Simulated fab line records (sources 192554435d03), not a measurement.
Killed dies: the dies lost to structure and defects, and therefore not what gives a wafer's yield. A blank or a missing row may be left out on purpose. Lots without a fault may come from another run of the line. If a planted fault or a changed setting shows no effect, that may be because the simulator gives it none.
Struck lot and sound lot, side by side ; flow n5Finfet ; 19 out of 1938 route steps
Sound: wafers L755.1, L755.2, L755.4. The struck wafers were L768.1, L768.3, L768.6. Last of all comes the cause.
At each step with rows: each side's tool, then ch and its chambers, then its first start. Under that, the readings that differ: sound wafers ; struck wafers ; difference of the means ; sigmas: that difference in standard deviations of wafers without a fault.
alike: readings whose means differ by less than 2 such deviations, and words and numbers that are the same on both sides. not compared: withheld readings, readings that some wafer has no value for, bounds like >300 that may hide the same value, and numbers for which the record gives no deviation and whose values overlap.
Wherever a step has rows on one side only, a row that says differs or no value, or a row with sigmas, the two part there. Numbers that don't overlap but have no deviation are shown without sigmas and don't part them. A reading missing from all wafers of one side parts the sides only when that side holds two or more wafers.

first, 8 steps without rows for these wafers: N5_BEOL_M4_COAT_68 (time 60 s, resist thk 12 nm); N5_BEOL_M4_COAT_76 (time 60 s, resist thk 5 nm); N5_BEOL_M4_COAT_22 (resist thk 30 nm); N5_BEOL_M4_EBR_24; N5_BEOL_M4_SOFTBAKE_23 (time 60 s); N5_BEOL_M4_EXPOSE_25 (exposes mask V3, defocus 5 nm); N5_BEOL_M4_PEB_26 (peb time 60 s); N5_BEOL_M4_DEVELOP_27 (develop time 30 s).
N5_BEOL_M4_CD_MEAS_28: target cd 26.2 nm, target cd y 24.1 nm.
  sound on cdSem-03 ch 0, day 8 12:22; struck on cdSem-02 ch 0, day 11 21:02
  alike: cdNm
N5_BEOL_M4_OVL_MEAS_29:
  sound on overlay-02 ch 0, day 8 12:23; struck on overlay-02 ch 0, day 11 21:04
  alike: V3_OVL
N5_BEOL_M4_INSPECT_30: inspects for defects (brightfield).
  sound on defectInspect-01, day 8 12:27; struck on defectInspect-02, day 11 21:07
  alike: rawDefectCount
N5_BEOL_M4_DESCUM_33: chemistry O2, time 7 s.
  sound on rieDiel-03 ch 0,1,2, day 8 12:29; struck on rieDiel-03 ch 0,2,3, day 11 21:10
  alike: drypumpMotorCurrentA, oesProductAu, rfVppV, showerheadPlenumPTorr, throttleValvePct
  not compared: rfHoursCounterH
N5_BEOL_M4_ETCH_77: etches underlayer in N2/H2, target depth 6.5 nm, time 5.2 s.
  sound on rieDiel-03 ch 0,1,2, day 8 12:31; struck on rieDiel-03 ch 0,2,3, day 11 21:11
  no value came back on the struck wafers for any of 9 readings (biasW (W), chamberPressureMTorr (mTorr) and others); on the sound wafers biasW (W) reads 150.3 149.7 148.8
reading;sound;struck;difference;sigmas
model.CAR-EUV_of_BEOL_M4_COAT_22.thkNm (nm);20.4 20.2 20.4;26.2 26.2 26.2;+5.9;
N5_BEOL_M4_ETCH_69: etches SiARC in CF4, target depth 15.6 nm, time 26 s.
  sound on rieDiel-03 ch 0,1,2, day 8 12:32; struck on rieDiel-03 ch 0,2,3, day 11 21:13
  alike: biasW, cf4FlowSccm, drypumpMotorCurrentA, etchRfOnTimeS, oesProductAu, rfVppV, showerheadPlenumPTorr, throttleValvePct
  not compared: rfHoursCounterH
N5_BEOL_M4_ALD_98: deposits SiO2, target thk 2.5 nm, pulse time 1 s, co reactant pulse time 1 s.
  sound on aldSin-04 ch 0,1,2, day 8 12:58; struck on aldSin-04 ch 0,3, day 11 21:17
  alike: heaterPowerW, precursorPulseHeightRel
N5_BEOL_M4_ETCHBACK_99: etches SiO2 in CHF3, target depth 5 nm, time 10.4 s.
  sound on rieDiel-04 ch 0,1,3, day 8 18:11; struck on rieDiel-03 ch 0,2, day 11 23:21
reading;sound;struck;difference;sigmas
model.CAR-EUV_of_BEOL_M4_COAT_22.thkNm (nm);10.4 10.4 10.4;16.4 16.4 16.4;+6.0;
  alike: drypumpMotorCurrentA, oes_ar_750_au, oesProductAu, rfVppV, showerheadPlenumPTorr, throttleValvePct
  not compared: rfHoursCounterH
N5_BEOL_M4_ETCH_70: etches SOC in N2/H2, target depth 80 nm, overetch 24 nm, time 130 s.
  sound on rieDiel-04 ch 0,1,3, day 8 18:14; struck on rieDiel-03 ch 0,2, day 11 23:23
  alike: biasW, chamberPressureMTorr, drypumpMotorCurrentA, oesProductAu, rfVppV, showerheadPlenumPTorr, throttleValvePct
  not compared: rfHoursCounterH
N5_BEOL_M4_RC_MEAS_101:
  sound on prober-02 ch 0, day 8 23:02; struck on prober-01 ch 0, day 12 04:05
  alike: DIBL_N, DIBL_P, IOFF_N, IOFF_P, ION_N, ION_P, SS_N, SS_P, VT_N, VT_P
after that, 1 step had no rows for these wafers: N5_PASSIVATION_PROBE_49.

== WHERE THEY PART ==
Only at N5_BEOL_M4_ETCH_77, as far as this record shows. Later steps at which nothing parts them and some readings are alike: N5_BEOL_M4_ETCH_69, N5_BEOL_M4_ALD_98, N5_BEOL_M4_ETCHBACK_99, N5_BEOL_M4_ETCH_70, N5_BEOL_M4_RC_MEAS_101.

WHY: whatever the simulator had introduced
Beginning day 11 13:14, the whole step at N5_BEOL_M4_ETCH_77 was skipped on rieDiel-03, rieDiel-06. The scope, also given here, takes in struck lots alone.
